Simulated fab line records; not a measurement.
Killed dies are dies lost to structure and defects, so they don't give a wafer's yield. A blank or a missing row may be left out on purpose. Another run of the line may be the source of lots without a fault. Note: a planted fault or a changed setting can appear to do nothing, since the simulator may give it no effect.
The tool behind it: which one? ; flow nand harc ; Sampling: 6 lots, 18 wafers, 5 of 1302 route steps

WHAT EACH GAUGE READ, for each wafer
NHARC_END_SORT_01.
lot;measured;on;killed at array
L886;day 28 14:43;prober-02;38 35 41
L889;day 29 22:14;prober-02;670 669 670

WHICH TOOL RAN EACH LOT (tool, then ch and the chambers of the sampled wafers, then the start)
lot;NHARC_A_CONTACT_DEP_57;NHARC_A_CONTACT_ETCH_124;NHARC_A_CONTACT_ETCH_128;NHARC_A_CONTACT_ETCH_129
L876;acl dep-03 ch 0, day 22 05:10;har cap etch-02 ch 0,1, day 22 09:51;har cap etch-02 ch 0,1, day 22 10:34;har cap etch-02 ch 0,1, day 22 10:45
L882;acl dep-03 ch 0, day 24 07:57;har cap etch-03 ch 0,1, day 24 13:40;har cap etch-03 ch 0,1, day 24 14:30;har cap etch-03 ch 0,1, day 24 14:44
L884;acl dep-03 ch 0, day 25 08:47;har cap etch-03 ch 0,1, day 25 15:18;har cap etch-03 ch 0,1, day 25 16:02;har cap etch-03 ch 0,1, day 25 16:13
L886;acl dep-02 ch 0, day 26 02:33;har cap etch-01 ch 1, day 26 08:17;har cap etch-01 ch 1, day 26 09:01;har cap etch-01 ch 1, day 26 09:11
L889;acl dep-03 ch 0, day 27 07:23;har cap etch-02 ch 0,1, day 27 12:34;har cap etch-02 ch 0,1, day 27 13:17;har cap etch-02 ch 0,1, day 27 13:28
L891;acl dep-02 ch 0, day 28 22:04;har cap etch-03 ch 0,1, day 29 03:45;har cap etch-03 ch 0,1, day 29 04:43;har cap etch-03 ch 0,1, day 29 04:57
- NHARC_A_CONTACT_DEP_57: deposits aC, target thk 5300 nm.
- NHARC_A_CONTACT_ETCH_124: etches the open film in C4F8/O2/Ar, time 140 s, target depth 700 nm.
- NHARC_A_CONTACT_ETCH_128: etches the open film in C4F8/O2/Ar, time 197 s, target depth 1918 nm.
- NHARC_A_CONTACT_ETCH_129: etches the open film in C4F8/O2/Ar, time 197 s, target depth 1918 nm.

THE ANSWER, worked out from the rows above alone
Rule: what is usual is taken from the lots themselves. Put in order of their means at a reading, lots are off if they are a third of the lots or fewer, leave a main group of 4 or more, and stand apart from it by a gap of 3 or more times the standard deviation of the main group's means; of several such gaps the widest counts. Not used: any main group whose means are identical at the precision the tables above print for the reading. Also off: a lot with no number at a reading for which 4 or more lots have one. All remaining lots with rows at the step are treated as sound.
Across all readings shown, no lot is off: no conclusion can be drawn from this.

WHAT HAD BEEN PUT IN BY THE SIMULATOR
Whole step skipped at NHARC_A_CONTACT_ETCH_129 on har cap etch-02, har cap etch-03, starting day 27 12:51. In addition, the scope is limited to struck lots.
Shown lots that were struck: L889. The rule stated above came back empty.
